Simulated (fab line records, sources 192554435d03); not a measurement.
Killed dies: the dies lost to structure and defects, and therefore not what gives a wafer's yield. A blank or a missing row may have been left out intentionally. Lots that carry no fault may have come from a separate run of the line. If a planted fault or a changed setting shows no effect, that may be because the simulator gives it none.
A lot that was struck, set against a sound lot    flow n5 finfet    15 out of 1938 route steps
Sound: the wafers L655.2, L655.3, L655.4. The struck wafers were L665.1, L665.2, L665.4. At the end, the cause is stated.
At each step with rows: each side's tool, then ch and its chambers, then its first start. Under that, the readings that differ: sound wafers    struck wafers    difference of the means    sigmas: that difference in standard deviations of wafers without a fault.
alike: same words and numbers on both sides, and readings whose means sit less than 2 such deviations apart. not compared: any withheld reading, any reading some wafer has no value for, any bound like >300 that may hide the same value, and any number with overlapping values for which the record gives no deviation.
Wherever a step has rows on one side only, a row that says differs or no value, or a row with sigmas, the two part there. Numbers that have no deviation but don't overlap get no sigmas and don't part them. Lack of a reading on every wafer of one side parts them only where that side has two or more wafers.

first, 1 step without rows for these wafers: N5_FIN_SAQP_STRIP_74 (strips in CHF3/O2).
N5_FIN_SAQP_MANDREL_ETCH_22: etches a-Si in HBr/Cl2, stops on SiNx, target depth 60 nm, bt time 10 s, time 30 s.
  sound on rie si-02 ch 0,1,3, day 4 04:34; struck on rie si-01 ch 1,3, day 7 05:52
  alike: drypump motor current A, he backside leak sccm, oes product au, rf fwd power W, throttle valve pct
  not compared: rf hours counter h
N5_FIN_SAQP_STRIP_55: strips in N2/H2.
  sound on rie diel-04 ch 0,1,2, day 4 04:44; struck on rie diel-02 ch 0,2,3, day 7 06:07
  alike: drypump motor current A, oes product au, rf vpp V, showerhead plenum p Torr, throttle valve pct
  not compared: rf hours counter h
then, 3 steps without rows for these wafers: N5_FIN_SAQP_STRIP_23 (strips in SPM, time 750 s); N5_FIN_SAQP_SRD_66 (time 30 s); N5_FIN_SAQP_RECESS_75 (chemistry HF/NH3, target SiO2, target depth 14.4 nm, afs cycles 3, sublimation time 60 s).
N5_FIN_SAQP_SPACER1_ALD_24: deposits SiO2, target thk 20.3 nm, pulse time 1 s, purge time 2 s.
  sound on ald sin-01 ch 0,2,3, day 4 05:40; struck on ald sin-04 ch 0,2,3, day 7 06:52
reading             sound        struck       difference  sigmas
heater power w (W)  493 477 510  429 409 368  -91         -2
  alike: precursor pulse height rel
N5_FIN_SAQP_SPACER1_ETCHBACK_25: etches SiO2 in CHF3/O2, target depth 24.4 nm, time 12.2 s.
  sound on rie diel-05 ch 0,1,2, day 4 06:31; struck on rie diel-05 ch 1,2,3, day 7 07:35
  alike: O2_flow_sccm, drypump motor current A, mfc ar sccm, oes product au, rf vpp V, showerhead plenum p Torr, throttle valve pct
  not compared: rf hours counter h
then, 1 step without rows for these wafers: N5_FIN_SAQP_MANDREL1_REMOVE_56 (chemistry HBr/Cl2/O2, target a-Si, stops on SiNx, bt time 10 s).
N5_FIN_SAQP_CD_MEAS_27: target cd 20 nm.
  sound on cd sem-02 ch 0, day 4 06:43; struck on cd sem-03 ch 0, day 7 07:47
  alike: cd nm
then, 1 step without rows for these wafers: N5_FIN_SAQP_ETCH_57 (etches SiNx in CH3F/O2, target depth 32.5 nm, time 46.4 s).
N5_FIN_SAQP_ETCH_65: etches SiO2 in CF4, target depth 4 nm, time 4.4 s.
  sound on rie si-03 ch 0,1,2, day 4 06:52; struck on rie si-03 ch 0,1,3, day 7 08:10
  alike: drypump motor current A, he backside leak sccm, oes product au, rf fwd power W, throttle valve pct
  not compared: rf hours counter h
N5_FIN_SAQP_MANDREL_ETCH_58: etches a-Si in HBr/Cl2, stops on SiNx, target depth 45 nm, bt time 10 s, time 27 s.
  sound on rie si-03 ch 0,1,2, day 4 06:53; struck on rie si-03 ch 0,1,3, day 7 08:11
reading             sound              struck             difference  sigmas
rf fwd power W (W)  797.3 795.9 794.6  319.1 314.3 311.1  -481.1      -99 or more
  alike: drypump motor current A, he backside leak sccm, oes product au, throttle valve pct
  not compared: rf hours counter h
then, 1 step without rows for these wafers: N5_FIN_SAQP_RECESS_63 (chemistry HF/NH3, target SiO2, target depth 18 nm, afs cycles 3, sublimation time 60 s).
-- here the record skips 12 days between the struck wafers' starts before and after, leaving off in module FIN_SAQP and picking up in module PASSIVATION (first step shown: number 1936 of the route) --
N5_PASSIVATION_PROBE_49:
  sound: prober-01 at day 16 20:47; struck: prober-02 at day 19 03:13
  alike: killed_at_M0_to_M3, killed_at_M4_up, killed at contacts, killed at front end, killed at other, killed dies, killed on rim, killed open, killed short

## WHERE THEY PART
Last at N5_FIN_SAQP_MANDREL_ETCH_58 as far as this record goes, first at N5_FIN_SAQP_SPACER1_ALD_24. Later steps at which nothing parts them and some readings are alike: N5_PASSIVATION_PROBE_49.

WHY: the cause the simulator had injected
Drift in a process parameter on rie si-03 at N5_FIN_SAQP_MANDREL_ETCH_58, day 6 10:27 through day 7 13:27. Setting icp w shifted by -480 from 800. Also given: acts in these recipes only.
